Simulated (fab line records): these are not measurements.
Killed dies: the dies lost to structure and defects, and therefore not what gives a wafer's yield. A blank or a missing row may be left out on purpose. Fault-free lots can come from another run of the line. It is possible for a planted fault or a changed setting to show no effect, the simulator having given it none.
fab line records :: flow nandHarc
[record]
  lots = 13
  wafers = 39
  lastDay = 34
route steps=1302 shown A_STAIRCASE@876 THIN_TSV@1246 END@1302
lots that met no fault: from a run of the same line without faults
startH: hours from the record's first day to the start of the lot's first wafer shown :: waitH: hours elapsed since this lot's preceding step :: " repeats the value in the row above :: L1.1+2: one row covering several wafers at once :: - no value present, or no start provided :: * or withheld: withheld :: < > ~ a bound
route shown NAME@n: NAME is a module with steps in the file, n the number in the route of the first one :: usual: average and standard deviation across the fault-free wafers :: same: alike in all rows :: chamber/n: place in a boat :: sites: readings site by site :: _std_site: how widely they spread, as a standard deviation :: _edge_site: inner sites' mean taken away from outer sites' mean :: radiusMm: for every site, how far away it sits from the centre of the wafer :: mask NAME#n: copy n :: behind: the last tool/chamber to shape the wafer :: hold: why the lot went on hold/how many hours it stayed there/how the hold came to an end :: device: which transistor (n, p or np) failed to switch :: end of line: tests run on the same wafers once the route is complete :: a step without rows: its recipe alone :: killed: dies that structure and defects cost at the first sort, which is not the same as the wafer's yield :: map: the dies of a wafer, with x for killed, . for not killed, _ for no die there
set.NAME: the setting the step ran with; set.NAME@STEP: the setting that earlier step ran with :: model.NAME: the simulator's own value behind a step, which no gauge read
one table for each step of the route and one row for each wafer, over a sample of lots
services: when a tool's chamber went out of use (startH, in hours from the record's first day, below 0 if earlier), for how many hours, and the reason
[[steps]]
[step NHARC_A_STAIRCASE_CMP_450]
[recipe]
  targetThkNm = 200
  material = SiO2
[usual]
  edgeZonePressureFrac = 1.000/0.0045
  motorCurrentA = 11.9/1.1
  slurryFilterDpKPa = 13.50/0.12
lot.wafer: L417.2
tool: cmp-02
chamber: 0
startH: 446.42
waitH: -
edgeZonePressureFrac: 1.003
motorCurrentA: 11.2
slurryFilterDpKPa: 13.50

lot.wafer: L417.3
tool: cmp-02
chamber: 2
startH: 446.42
waitH: -
edgeZonePressureFrac: 0.989
motorCurrentA: 10.5
slurryFilterDpKPa: 13.41

lot.wafer: L417.5
tool: cmp-02
chamber: 0
startH: 446.42
waitH: -
edgeZonePressureFrac: 0.998
motorCurrentA: 11.7
slurryFilterDpKPa: 13.39

lot.wafer: L416.4
tool: cmp-02
chamber: 0
startH: 454.53
waitH: -
edgeZonePressureFrac: 1.001
motorCurrentA: 11.3
slurryFilterDpKPa: 13.32

lot.wafer: L416.3
tool: cmp-02
chamber: 1
startH: 454.53
waitH: -
edgeZonePressureFrac: 0.995
motorCurrentA: 12.2
slurryFilterDpKPa: 13.39

lot.wafer: L416.5
tool: cmp-02
chamber: 3
startH: 454.53
waitH: -
edgeZonePressureFrac: 1.001
motorCurrentA: 11.9
slurryFilterDpKPa: 13.55

lot.wafer: L419.4
tool: cmp-01
chamber: 1
startH: 457.06
waitH: -
edgeZonePressureFrac: 0.996
motorCurrentA: 12.9
slurryFilterDpKPa: 13.68

lot.wafer: L419.2
tool: cmp-01
chamber: 0
startH: 457.06
waitH: -
edgeZonePressureFrac: 1.005
motorCurrentA: 13.5
slurryFilterDpKPa: 13.60

lot.wafer: L419.6
tool: cmp-01
chamber: 2
startH: 457.06
waitH: -
edgeZonePressureFrac: 1.001
motorCurrentA: 10.9
slurryFilterDpKPa: 13.51

lot.wafer: L420.2
tool: cmp-04
chamber: 1
startH: 457.18
waitH: -
edgeZonePressureFrac: 1.001
motorCurrentA: 10.8
slurryFilterDpKPa: 13.30

lot.wafer: L420.1
tool: cmp-04
chamber: 3
startH: 457.18
waitH: -
edgeZonePressureFrac: 1.004
motorCurrentA: 12.8
slurryFilterDpKPa: 13.66

lot.wafer: L420.4
tool: cmp-04
chamber: 0
startH: 457.18
waitH: -
edgeZonePressureFrac: 0.998
motorCurrentA: 12.2
slurryFilterDpKPa: 13.41

lot.wafer: L422.1
tool: cmp-01
chamber: 1
startH: 471.36
waitH: -
edgeZonePressureFrac: 0.989
motorCurrentA: 12.2
slurryFilterDpKPa: 13.39

lot.wafer: L422.2
tool: cmp-01
chamber: 2
startH: 471.36
waitH: -
edgeZonePressureFrac: 1.003
motorCurrentA: 11.9
slurryFilterDpKPa: 13.60

lot.wafer: L422.4
tool: cmp-01
chamber: 3
startH: 471.36
waitH: -
edgeZonePressureFrac: 1.003
motorCurrentA: 10.4
slurryFilterDpKPa: 13.46

lot.wafer: L421.2
tool: cmp-04
chamber: 0
startH: 482.54
waitH: -
edgeZonePressureFrac: 1.003
motorCurrentA: 12.6
slurryFilterDpKPa: 13.61

lot.wafer: L421.6
tool: cmp-04
chamber: 0
startH: 482.54
waitH: -
edgeZonePressureFrac: 1.004
motorCurrentA: 12.1
slurryFilterDpKPa: 13.38

lot.wafer: L421.5
tool: cmp-04
chamber: 1
startH: 482.54
waitH: -
edgeZonePressureFrac: 1.001
motorCurrentA: 11.2
slurryFilterDpKPa: 13.34

lot.wafer: L426.1
tool: cmp-01
chamber: 1
startH: 522.39
waitH: -
edgeZonePressureFrac: 0.997
motorCurrentA: 12.0
slurryFilterDpKPa: 13.20

lot.wafer: L426.3
tool: cmp-01
chamber: 2
startH: 522.39
waitH: -
edgeZonePressureFrac: 0.999
motorCurrentA: 11.6
slurryFilterDpKPa: 13.42

lot.wafer: L426.5
tool: cmp-01
chamber: 0
startH: 522.39
waitH: -
edgeZonePressureFrac: 1.004
motorCurrentA: 13.8
slurryFilterDpKPa: 13.44

lot.wafer: L425.1
tool: cmp-02
chamber: 0
startH: 527.29
waitH: -
edgeZonePressureFrac: 1.001
motorCurrentA: 11.5
slurryFilterDpKPa: 13.67

lot.wafer: L425.3
tool: cmp-02
chamber: 1
startH: 527.29
waitH: -
edgeZonePressureFrac: 0.996
motorCurrentA: 13.0
slurryFilterDpKPa: 13.43

lot.wafer: L425.4
tool: cmp-02
chamber: 2
startH: 527.29
waitH: -
edgeZonePressureFrac: 1.003
motorCurrentA: 11.0
slurryFilterDpKPa: 13.75

lot.wafer: L428.1
tool: cmp-04
chamber: 2
startH: 542.66
waitH: -
edgeZonePressureFrac: 1.002
motorCurrentA: 11.3
slurryFilterDpKPa: 13.56

lot.wafer: L428.6
tool: cmp-04
chamber: 0
startH: 542.66
waitH: -
edgeZonePressureFrac: 1.001
motorCurrentA: 12.2
slurryFilterDpKPa: 13.42

lot.wafer: L428.5
tool: cmp-04
chamber: 1
startH: 542.66
waitH: -
edgeZonePressureFrac: 0.996
motorCurrentA: 10.7
slurryFilterDpKPa: 13.57

lot.wafer: L434.3
tool: cmp-01
chamber: 3
startH: 593.40
waitH: -
edgeZonePressureFrac: 0.995
motorCurrentA: 10.5
slurryFilterDpKPa: 13.32

lot.wafer: L434.4
tool: cmp-01
chamber: 1
startH: 593.40
waitH: -
edgeZonePressureFrac: 1.003
motorCurrentA: 12.1
slurryFilterDpKPa: 13.39

lot.wafer: L434.6
tool: cmp-01
chamber: 3
startH: 593.40
waitH: -
edgeZonePressureFrac: 0.999
motorCurrentA: 10.5
slurryFilterDpKPa: 13.32

lot.wafer: L436.4
tool: cmp-01
chamber: 1
startH: 615.51
waitH: -
edgeZonePressureFrac: 0.999
motorCurrentA: 12.4
slurryFilterDpKPa: 13.52

lot.wafer: L436.1
tool: cmp-01
chamber: 2
startH: 615.51
waitH: -
edgeZonePressureFrac: 0.996
motorCurrentA: 11.5
slurryFilterDpKPa: 13.54

lot.wafer: L436.3
tool: cmp-01
chamber: 3
startH: 615.51
waitH: -
edgeZonePressureFrac: 0.989
motorCurrentA: 10.0
slurryFilterDpKPa: 13.60

lot.wafer: L438.3
tool: cmp-01
chamber: 1
startH: 649.98
waitH: -
edgeZonePressureFrac: 0.998
motorCurrentA: 12.1
slurryFilterDpKPa: 13.52

lot.wafer: L438.1
tool: cmp-01
chamber: 2
startH: 649.98
waitH: -
edgeZonePressureFrac: 1.006
motorCurrentA: 11.8
slurryFilterDpKPa: 13.74

lot.wafer: L438.6
tool: cmp-01
chamber: 1
startH: 649.98
waitH: -
edgeZonePressureFrac: 1.005
motorCurrentA: 12.3
slurryFilterDpKPa: 13.44

lot.wafer: L437.3
tool: cmp-01
chamber: 2
startH: 670.97
waitH: -
edgeZonePressureFrac: 0.994
motorCurrentA: 11.6
slurryFilterDpKPa: 13.50

lot.wafer: L437.4
tool: cmp-01
chamber: 3
startH: 670.97
waitH: -
edgeZonePressureFrac: 1.004
motorCurrentA: 9.9
slurryFilterDpKPa: 13.36

lot.wafer: L437.6
tool: cmp-01
chamber: 1
startH: 670.97
waitH: -
edgeZonePressureFrac: 1.001
motorCurrentA: 12.3
slurryFilterDpKPa: 13.56
[step NHARC_THIN_TSV_THK_MEAS_02]
[recipe]
  thkMeasGauge = ir
[usual]
  thkNm = 2989/240
lot.wafer: L417.2
tool: filmMetro-02
chamber: -
startH: 560.37
waitH: 0.2
thkNm: 2688

lot.wafer: L417.3
tool: filmMetro-02
chamber: -
startH: 560.37
waitH: 0.2
thkNm: 2943

lot.wafer: L417.5
tool: filmMetro-02
chamber: -
startH: 560.37
waitH: 0.2
thkNm: 2630

lot.wafer: L416.3
tool: filmMetro-01
chamber: -
startH: 563.45
waitH: 0.2
thkNm: 2959

lot.wafer: L416.4
tool: filmMetro-01
chamber: -
startH: 563.45
waitH: 0.2
thkNm: 3182

lot.wafer: L416.5
tool: filmMetro-01
chamber: -
startH: 563.45
waitH: 0.2
thkNm: 3276

lot.wafer: L419.2
tool: filmMetro-01
chamber: -
startH: 564.66
waitH: 0.2
thkNm: 2873

lot.wafer: L419.4
tool: filmMetro-01
chamber: -
startH: 564.66
waitH: 0.2
thkNm: 3026

lot.wafer: L419.6
tool: filmMetro-01
chamber: -
startH: 564.66
waitH: 0.2
thkNm: 3119

lot.wafer: L420.1
tool: filmMetro-02
chamber: -
startH: 567.90
waitH: 0.2
thkNm: 2755

lot.wafer: L420.2
tool: filmMetro-02
chamber: -
startH: 567.90
waitH: 0.2
thkNm: 2723

lot.wafer: L420.4
tool: filmMetro-02
chamber: -
startH: 567.90
waitH: 0.2
thkNm: 2665

lot.wafer: L422.1
tool: filmMetro-01
chamber: -
startH: 583.13
waitH: -
thkNm: 2791

lot.wafer: L422.2
tool: filmMetro-01
chamber: -
startH: 583.13
waitH: -
thkNm: 2998

lot.wafer: L422.4
tool: filmMetro-01
chamber: -
startH: 583.13
waitH: -
thkNm: 3240

lot.wafer: L421.2
tool: filmMetro-01
chamber: -
startH: 587.71
waitH: -
thkNm: 3225

lot.wafer: L421.5
tool: filmMetro-01
chamber: -
startH: 587.71
waitH: -
thkNm: 2880

lot.wafer: L421.6
tool: filmMetro-01
chamber: -
startH: 587.71
waitH: -
thkNm: 3146

lot.wafer: L426.1
tool: filmMetro-02
chamber: -
startH: 629.10
waitH: -
thkNm: 3311

lot.wafer: L426.3
tool: filmMetro-02
chamber: -
startH: 629.10
waitH: -
thkNm: 3472

lot.wafer: L426.5
tool: filmMetro-02
chamber: -
startH: 629.10
waitH: -
thkNm: 3581

lot.wafer: L425.1
tool: filmMetro-01
chamber: -
startH: 639.80
waitH: -
thkNm: 3017

lot.wafer: L425.3
tool: filmMetro-01
chamber: -
startH: 639.80
waitH: -
thkNm: 2914

lot.wafer: L425.4
tool: filmMetro-01
chamber: -
startH: 639.80
waitH: -
thkNm: 3312

lot.wafer: L428.1
tool: filmMetro-01
chamber: -
startH: 658.65
waitH: -
thkNm: 3109

lot.wafer: L428.5
tool: filmMetro-01
chamber: -
startH: 658.65
waitH: -
thkNm: 2681

lot.wafer: L428.6
tool: filmMetro-01
chamber: -
startH: 658.65
waitH: -
thkNm: 2737

lot.wafer: L434.3
tool: filmMetro-01
chamber: -
startH: 713.47
waitH: -
thkNm: 2986

lot.wafer: L434.4
tool: filmMetro-01
chamber: -
startH: 713.47
waitH: -
thkNm: 3146

lot.wafer: L434.6
tool: filmMetro-01
chamber: -
startH: 713.47
waitH: -
thkNm: 3338

lot.wafer: L436.1
tool: filmMetro-02
chamber: -
startH: 723.55
waitH: -
thkNm: 3002

lot.wafer: L436.3
tool: filmMetro-02
chamber: -
startH: 723.55
waitH: -
thkNm: 2868

lot.wafer: L436.4
tool: filmMetro-02
chamber: -
startH: 723.55
waitH: -
thkNm: 2732

lot.wafer: L437.3
tool: filmMetro-02
chamber: -
startH: 786.93
waitH: -
thkNm: 3225

lot.wafer: L437.4
tool: filmMetro-02
chamber: -
startH: 786.93
waitH: -
thkNm: 3373

lot.wafer: L437.6
tool: filmMetro-02
chamber: -
startH: 786.93
waitH: -
thkNm: 3113

lot.wafer: L438.1
tool: filmMetro-01
chamber: -
startH: 789.47
waitH: -
thkNm: 3114

lot.wafer: L438.3
tool: filmMetro-01
chamber: -
startH: 789.47
waitH: -
thkNm: 2741

lot.wafer: L438.6
tool: filmMetro-01
chamber: -
startH: 789.47
waitH: -
thkNm: 2882
[step NHARC_THIN_TSV_CD_MEAS_16]
[usual]
  cdNm = 1000.6/1.6
lot.wafer: L417.2
tool: cdSem-01
chamber: -
startH: 562.27
waitH: 0.1
cdNm: 999.7

lot.wafer: L417.3
tool: cdSem-01
chamber: -
startH: 562.27
waitH: 0.1
cdNm: 999.2

lot.wafer: L417.5
tool: cdSem-01
chamber: -
startH: 562.27
waitH: 0.1
cdNm: 999.9

lot.wafer: L416.3
tool: cdSem-03
chamber: -
startH: 565.85
waitH: 0.1
cdNm: 999.5

lot.wafer: L416.4
tool: cdSem-03
chamber: -
startH: 565.85
waitH: 0.1
cdNm: 1001.9

lot.wafer: L416.5
tool: cdSem-03
chamber: -
startH: 565.85
waitH: 0.1
cdNm: 1000.7

lot.wafer: L419.2
tool: cdSem-01
chamber: -
startH: 566.72
waitH: 0.1
cdNm: 1001.0

lot.wafer: L419.4
tool: cdSem-01
chamber: -
startH: 566.72
waitH: 0.1
cdNm: 999.0

lot.wafer: L419.6
tool: cdSem-01
chamber: -
startH: 566.72
waitH: 0.1
cdNm: 1000.2

lot.wafer: L420.1
tool: cdSem-01
chamber: -
startH: 569.81
waitH: 0.1
cdNm: 999.8

lot.wafer: L420.2
tool: cdSem-01
chamber: -
startH: 569.81
waitH: 0.1
cdNm: 1002.9

lot.wafer: L420.4
tool: cdSem-01
chamber: -
startH: 569.81
waitH: 0.1
cdNm: 1003.4

lot.wafer: L422.1
tool: cdSem-02
chamber: -
startH: 585.13
waitH: 0.1
cdNm: 999.5

lot.wafer: L422.2
tool: cdSem-02
chamber: -
startH: 585.13
waitH: 0.1
cdNm: 1001.7

lot.wafer: L422.4
tool: cdSem-02
chamber: -
startH: 585.13
waitH: 0.1
cdNm: 1000.0

lot.wafer: L421.2
tool: cdSem-02
chamber: -
startH: 589.60
waitH: 0.1
cdNm: 998.6

lot.wafer: L421.5
tool: cdSem-02
chamber: -
startH: 589.60
waitH: 0.1
cdNm: 997.7

lot.wafer: L421.6
tool: cdSem-02
chamber: -
startH: 589.60
waitH: 0.1
cdNm: 999.3

lot.wafer: L426.1
tool: cdSem-01
chamber: -
startH: 631.25
waitH: 0.1
cdNm: 998.4

lot.wafer: L426.3
tool: cdSem-01
chamber: -
startH: 631.25
waitH: 0.1
cdNm: 1000.5

lot.wafer: L426.5
tool: cdSem-01
chamber: -
startH: 631.25
waitH: 0.1
cdNm: 1002.3

lot.wafer: L425.1
tool: cdSem-02
chamber: -
startH: 641.81
waitH: 0.1
cdNm: 1000.3

lot.wafer: L425.3
tool: cdSem-02
chamber: -
startH: 641.81
waitH: 0.1
cdNm: 1000.8

lot.wafer: L425.4
tool: cdSem-02
chamber: -
startH: 641.81
waitH: 0.1
cdNm: 1000.9

lot.wafer: L428.1
tool: cdSem-02
chamber: -
startH: 660.54
waitH: 0.1
cdNm: 1000.4

lot.wafer: L428.5
tool: cdSem-02
chamber: -
startH: 660.54
waitH: 0.1
cdNm: 998.1

lot.wafer: L428.6
tool: cdSem-02
chamber: -
startH: 660.54
waitH: 0.1
cdNm: 1001.7

lot.wafer: L434.3
tool: cdSem-02
chamber: -
startH: 715.70
waitH: 0.1
cdNm: 999.3

lot.wafer: L434.4
tool: cdSem-02
chamber: -
startH: 715.70
waitH: 0.1
cdNm: 1001.6

lot.wafer: L434.6
tool: cdSem-02
chamber: -
startH: 715.70
waitH: 0.1
cdNm: 1000.8

lot.wafer: L436.1
tool: cdSem-01
chamber: -
startH: 725.56
waitH: 0.1
cdNm: 1003.0

lot.wafer: L436.3
tool: cdSem-01
chamber: -
startH: 725.56
waitH: 0.1
cdNm: 999.7

lot.wafer: L436.4
tool: cdSem-01
chamber: -
startH: 725.56
waitH: 0.1
cdNm: 1001.8

lot.wafer: L437.3
tool: cdSem-02
chamber: -
startH: 788.97
waitH: 0.1
cdNm: 1002.1

lot.wafer: L437.4
tool: cdSem-02
chamber: -
startH: 788.97
waitH: 0.1
cdNm: 1001.5

lot.wafer: L437.6
tool: cdSem-02
chamber: -
startH: 788.97
waitH: 0.1
cdNm: 1002.4

lot.wafer: L438.1
tool: cdSem-03
chamber: -
startH: 791.47
waitH: 0.1
cdNm: 1000.0

lot.wafer: L438.3
tool: cdSem-03
chamber: -
startH: 791.47
waitH: 0.1
cdNm: 999.5

lot.wafer: L438.6
tool: cdSem-03
chamber: -
startH: 791.47
waitH: 0.1
cdNm: 999.8
[step NHARC_THIN_TSV_PRE_CLEAN_54]
[recipe]
  timeS = 30
  tempC = 280
  gas = H2/He
[usual]
  heaterPowerW = 411/41
lot.wafer: L417.2
tool: pvdSputter-01
chamber: -
startH: 566.11
waitH: 0.0
heaterPowerW: 411

lot.wafer: L417.3
tool: pvdSputter-01
chamber: -
startH: 566.11
waitH: 0.0
heaterPowerW: 419

lot.wafer: L417.5
tool: pvdSputter-01
chamber: -
startH: 566.11
waitH: 0.0
heaterPowerW: 411

lot.wafer: L416.4
tool: pvdSputter-02
chamber: -
startH: 569.73
waitH: 0.0
heaterPowerW: 379

lot.wafer: L416.3
tool: pvdSputter-02
chamber: -
startH: 569.73
waitH: 0.0
heaterPowerW: 463

lot.wafer: L416.5
tool: pvdSputter-02
chamber: -
startH: 569.73
waitH: 0.0
heaterPowerW: 403

lot.wafer: L419.4
tool: pvdSputter-03
chamber: -
startH: 570.58
waitH: 0.0
heaterPowerW: 391

lot.wafer: L419.2
tool: pvdSputter-03
chamber: -
startH: 570.58
waitH: 0.0
heaterPowerW: 400

lot.wafer: L419.6
tool: pvdSputter-03
chamber: -
startH: 570.58
waitH: 0.0
heaterPowerW: 374

lot.wafer: L420.2
tool: pvdSputter-02
chamber: -
startH: 573.77
waitH: 0.0
heaterPowerW: 446

lot.wafer: L420.4
tool: pvdSputter-02
chamber: -
startH: 573.77
waitH: 0.0
heaterPowerW: 396

lot.wafer: L420.1
tool: pvdSputter-02
chamber: -
startH: 573.77
waitH: 0.0
heaterPowerW: 447

lot.wafer: L422.2
tool: pvdSputter-03
chamber: -
startH: 589.04
waitH: 0.1
heaterPowerW: 390

lot.wafer: L422.4
tool: pvdSputter-03
chamber: -
startH: 589.04
waitH: 0.1
heaterPowerW: 407

lot.wafer: L422.1
tool: pvdSputter-03
chamber: -
startH: 589.04
waitH: 0.1
heaterPowerW: 437

lot.wafer: L421.2
tool: pvdSputter-01
chamber: -
startH: 593.48
waitH: 0.1
heaterPowerW: 342

lot.wafer: L421.5
tool: pvdSputter-01
chamber: -
startH: 593.48
waitH: 0.1
heaterPowerW: 438

lot.wafer: L421.6
tool: pvdSputter-01
chamber: -
startH: 593.48
waitH: 0.1
heaterPowerW: 370

lot.wafer: L426.1
tool: pvdSputter-01
chamber: -
startH: 635.26
waitH: 0.1
heaterPowerW: 374

lot.wafer: L426.3
tool: pvdSputter-01
chamber: -
startH: 635.26
waitH: 0.1
heaterPowerW: 411

lot.wafer: L426.5
tool: pvdSputter-01
chamber: -
startH: 635.26
waitH: 0.1
heaterPowerW: 347

lot.wafer: L425.3
tool: pvdSputter-03
chamber: -
startH: 645.93
waitH: 0.1
heaterPowerW: 429

lot.wafer: L425.4
tool: pvdSputter-03
chamber: -
startH: 645.93
waitH: 0.1
heaterPowerW: 483

lot.wafer: L425.1
tool: pvdSputter-03
chamber: -
startH: 645.93
waitH: 0.1
heaterPowerW: 390

lot.wafer: L428.1
tool: pvdSputter-01
chamber: -
startH: 664.42
waitH: 0.1
heaterPowerW: 366

lot.wafer: L428.6
tool: pvdSputter-01
chamber: -
startH: 664.42
waitH: 0.1
heaterPowerW: 448

lot.wafer: L428.5
tool: pvdSputter-01
chamber: -
startH: 664.42
waitH: 0.1
heaterPowerW: 374

lot.wafer: L434.4
tool: pvdSputter-02
chamber: -
startH: 719.64
waitH: 0.0
heaterPowerW: 420

lot.wafer: L434.3
tool: pvdSputter-02
chamber: -
startH: 719.64
waitH: 0.0
heaterPowerW: 399

lot.wafer: L434.6
tool: pvdSputter-02
chamber: -
startH: 719.64
waitH: 0.0
heaterPowerW: 428

lot.wafer: L436.1
tool: pvdSputter-03
chamber: -
startH: 729.42
waitH: 0.1
heaterPowerW: 412

lot.wafer: L436.3
tool: pvdSputter-03
chamber: -
startH: 729.42
waitH: 0.1
heaterPowerW: 480

lot.wafer: L436.4
tool: pvdSputter-03
chamber: -
startH: 729.42
waitH: 0.1
heaterPowerW: 357

lot.wafer: L437.3
tool: pvdSputter-03
chamber: -
startH: 792.97
waitH: 0.1
heaterPowerW: 407

lot.wafer: L437.4
tool: pvdSputter-03
chamber: -
startH: 792.97
waitH: 0.1
heaterPowerW: 359

lot.wafer: L437.6
tool: pvdSputter-03
chamber: -
startH: 792.97
waitH: 0.1
heaterPowerW: 407

lot.wafer: L438.3
tool: pvdSputter-01
chamber: -
startH: 795.36
waitH: 0.1
heaterPowerW: 416

lot.wafer: L438.1
tool: pvdSputter-01
chamber: -
startH: 795.36
waitH: 0.1
heaterPowerW: 334

lot.wafer: L438.6
tool: pvdSputter-01
chamber: -
startH: 795.36
waitH: 0.1
heaterPowerW: 428
[step NHARC_END_SORT_01]
[recipe]
  tempC = 25
[usual]
  killedAtArray = 41/10
  killedAtOther = 0.8/0.91
  killedAtPeriphery = 4.2/2.9
  killedDies = 46/10
  killedOpen = 3.5/2.1
  killedShort = 2.5/1.6
[same]
  grossDies = 677
lot.wafer: L422.1
tool: prober-01
chamber: 0
startH: 600.52
waitH: 2.5
killedAtArray: 28
killedAtOther: 1
killedAtPeriphery: 1
killedDies: 30
killedOpen: 3
killedShort: 1

lot.wafer: L422.2
tool: prober-01
chamber: 0
startH: 601.32
waitH: 2.8
killedAtArray: 26
killedAtOther: 0
killedAtPeriphery: 4
killedDies: 30
killedOpen: 7
killedShort: 0

lot.wafer: L422.4
tool: prober-01
chamber: 0
startH: 602.92
waitH: 3.4
killedAtArray: 32
killedAtOther: 1
killedAtPeriphery: 2
killedDies: 35
killedOpen: 3
killedShort: 4

lot.wafer: L428.1
tool: prober-02
chamber: 0
startH: 672.86
waitH: 2.5
killedAtArray: 32
killedAtOther: 3
killedAtPeriphery: 1
killedDies: 36
killedOpen: 0
killedShort: 2

lot.wafer: L428.5
tool: prober-02
chamber: 0
startH: 676.03
waitH: 3.7
killedAtArray: 257
killedAtOther: 2
killedAtPeriphery: 3
killedDies: 262
killedOpen: 2
killedShort: 3

lot.wafer: L428.6
tool: prober-02
chamber: 0
startH: 676.82
waitH: 4.0
killedAtArray: 38
killedAtOther: 0
killedAtPeriphery: 2
killedDies: 40
killedOpen: 4
killedShort: 0

lot.wafer: L434.3
tool: prober-01
chamber: 0
startH: 729.96
waitH: 3.1
killedAtArray: 52
killedAtOther: 1
killedAtPeriphery: 8
killedDies: 61
killedOpen: 5
killedShort: 3

lot.wafer: L434.4
tool: prober-01
chamber: 0
startH: 730.76
waitH: 3.4
killedAtArray: 55
killedAtOther: 1
killedAtPeriphery: 6
killedDies: 62
killedOpen: 1
killedShort: 5

lot.wafer: L434.6
tool: prober-01
chamber: 0
startH: 732.36
waitH: 4.0
killedAtArray: 47
killedAtOther: 0
killedAtPeriphery: 2
killedDies: 49
killedOpen: 4
killedShort: 1
// killed by level:class
L422.1 A_CONTACT:chamberFilmFlake=8 A_CHANNEL_HOLE_D2:chamberFilmFlake=7 A_ZERO_WELL:chamberFilmFlake=2 A_CHANNEL_HOLE_D1:chamberFilmFlake=2 A_BONDPAD:chamberFilmFlake=2 A_ONON_D1:geometricParticle:open=1 A_CHANNEL_FILL_D2:geometricParticle:open=1 A_M0:geometricParticle:short=1
L422.2 A_CHANNEL_HOLE_D2:chamberFilmFlake=8 A_CONTACT:chamberFilmFlake=7 A_BONDPAD:chamberFilmFlake=3 P_M1:geometricParticle:open=2 A_CHANNEL_HOLE_D1:chamberFilmFlake=2 A_STAIRCASE:chamberFilmFlake=2 P_STI:geometricParticle:open=1 P_M0:geometricParticle:open=1
L422.4 A_CONTACT:chamberFilmFlake=7 A_CHANNEL_HOLE_D2:chamberFilmFlake=5 A_CHANNEL_HOLE_D1:chamberFilmFlake=4 A_BONDPAD:chamberFilmFlake=4 A_STAIRCASE:chamberFilmFlake=3 A_DECK1_JOINT:geometricParticle:short=2 A_SLIT:chamberFilmFlake=2 P_GATE:geometricParticle:short=1
L428.1 A_CHANNEL_HOLE_D1:chamberFilmFlake=19 A_CHANNEL_HOLE_D2:chamberFilmFlake=8 THIN_TSV:chamberFilmFlake=3 A_CHANNEL_FILL_D1:geometricParticle:short=1 A_ONON_D2:geometricParticle:short=1 P_BONDPAD:chamberFilmFlake=1 A_CHANNEL_HOLE_D1:unspecified=1 A_WL_FILL:chamberFilmFlake=1
L428.5 A_STAIRCASE:unspecified=223 A_CHANNEL_HOLE_D1:chamberFilmFlake=17 A_CHANNEL_HOLE_D2:chamberFilmFlake=9 A_WL_FILL:geometricParticle:short=2 P_ZERO_WELL:chamberFilmFlake=2 THIN_TSV:chamberFilmFlake=2 A_ONON_D1:geometricParticle:open=1 A_CHANNEL_HOLE_D2:geometricParticle:short=1
L428.6 A_CHANNEL_HOLE_D1:chamberFilmFlake=21 A_CHANNEL_HOLE_D2:chamberFilmFlake=9 A_CHANNEL_HOLE_D1:unspecified=2 A_WL_FILL:chamberFilmFlake=2 P_GATE:geometricParticle:open=1 A_SGD_CUT:geometricParticle:open=1 A_M0:geometricParticle:open=1 A_M1:geometricParticle:open=1
L434.3 A_CHANNEL_HOLE_D1:chamberFilmFlake=19 A_SLIT:chamberFilmFlake=12 A_STAIRCASE:chamberFilmFlake=7 A_CHANNEL_HOLE_D2:chamberFilmFlake=5 A_CONTACT:chamberFilmFlake=4 P_ZERO_WELL:chamberFilmFlake=3 P_GATE:geometricParticle:open=2 P_M0:geometricParticle:open=2
L434.4 A_CHANNEL_HOLE_D1:chamberFilmFlake=19 A_SLIT:chamberFilmFlake=14 A_CHANNEL_HOLE_D2:chamberFilmFlake=8 A_CONTACT:chamberFilmFlake=5 A_STAIRCASE:chamberFilmFlake=4 P_ZERO_WELL:chamberFilmFlake=2 P_CONTACT:geometricParticle:short=1 P_BONDPAD:geometricParticle:short=1
L434.6 A_CHANNEL_HOLE_D1:chamberFilmFlake=23 A_SLIT:chamberFilmFlake=15 A_CHANNEL_HOLE_D2:chamberFilmFlake=2 P_CONTACT:geometricParticle:open=1 A_DECK1_JOINT:geometricParticle:open=1 A_ONON_D2:geometricParticle:open=1 A_WL_FILL:geometricParticle:open=1 A_WL_FILL:geometricParticle:short=1
[[services]]
tool: cmp-01
chamber: -
startH: 430.29
hours: 2.4
kind: repair

tool: cmp-02
chamber: -
startH: 432.12
hours: 1.3
kind: repair

tool: cmp-02
chamber: -
startH: 437.70
hours: 4.0
kind: pm

tool: cmp-02
chamber: -
startH: 446.95
hours: 2.0
kind: repair

tool: pvdSputter-02
chamber: -
startH: 460.01
hours: 10.0
kind: pm

tool: cmp-01
chamber: -
startH: 479.60
hours: 4.0
kind: pm

tool: cmp-04
chamber: -
startH: 503.00
hours: 4.0
kind: pm

tool: cmp-02
chamber: -
startH: 505.22
hours: 1.2
kind: repair

tool: pvdSputter-03
chamber: -
startH: 526.00
hours: 10.0
kind: pm

tool: cmp-02
chamber: -
startH: 535.70
hours: 4.0
kind: pm

tool: cmp-04
chamber: -
startH: 540.65
hours: 1.2
kind: repair

tool: pvdSputter-03
chamber: -
startH: 561.61
hours: 0.8
kind: repair

tool: cmp-01
chamber: -
startH: 577.60
hours: 4.0
kind: pm

tool: pvdSputter-01
chamber: -
startH: 582.05
hours: 10.0
kind: pm

tool: pvdSputter-03
chamber: -
startH: 613.25
hours: 3.9
kind: repair

tool: pvdSputter-01
chamber: -
startH: 613.37
hours: 1.2
kind: repair

tool: pvdSputter-03
chamber: -
startH: 646.89
hours: 3.6
kind: repair

tool: cmp-01
chamber: -
startH: 675.60
hours: 4.0
kind: pm

tool: pvdSputter-03
chamber: -
startH: 676.24
hours: 2.2
kind: repair

tool: cmp-01
chamber: -
startH: 686.57
hours: 12.3
kind: repair

tool: pvdSputter-03
chamber: -
startH: 704.06
hours: 10.0
kind: pm

tool: pvdSputter-01
chamber: -
startH: 736.70
hours: 0.9
kind: repair

tool: pvdSputter-01
chamber: -
startH: 760.05
hours: 10.0
kind: pm

tool: cmp-01
chamber: -
startH: 773.60
hours: 4.0
kind: pm
[[key]]
[firstSign]
  step = NHARC_END_SORT_01
  reading = killedDies
  direction = up
  sigmas = 21
  usual = 46
  struck = 262
[effect]
  step = NHARC_END_SORT_01
  reading = killedAtArray
  direction = up
  sigmas = 21
  usual = 41
  struck = 257
[moreKillsBornAt]
  NHARC_A_STAIRCASE_CMP_450@cmp-04 = 223
metAt NHARC_A_STAIRCASE_CMP_450
struckLots L428
struckWafers L428.5
testerLeftOut L428
notActingAt NHARC_THIN_TSV_THK_MEAS_02,NHARC_THIN_TSV_CD_MEAS_16,NHARC_THIN_TSV_PRE_CLEAN_54
onsetBetween 482.54 542.66
[fault]
  kind = chamberParticleSource
  tool = cmp-04
  chamber = 1
  onsetH = 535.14
  steps = NHARC_A_STAIRCASE_CMP_450
  ratePerVisitCm2 = 0.52489
  endH = 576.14
// testerLeftOut: of these lots the tester's yield and bins aren't shown, on N5 and GAA mostly nor the transistor test; their killed dies are dies lost to structure and defects alone, not to doping, threshold or leakage, so they don't give the yield
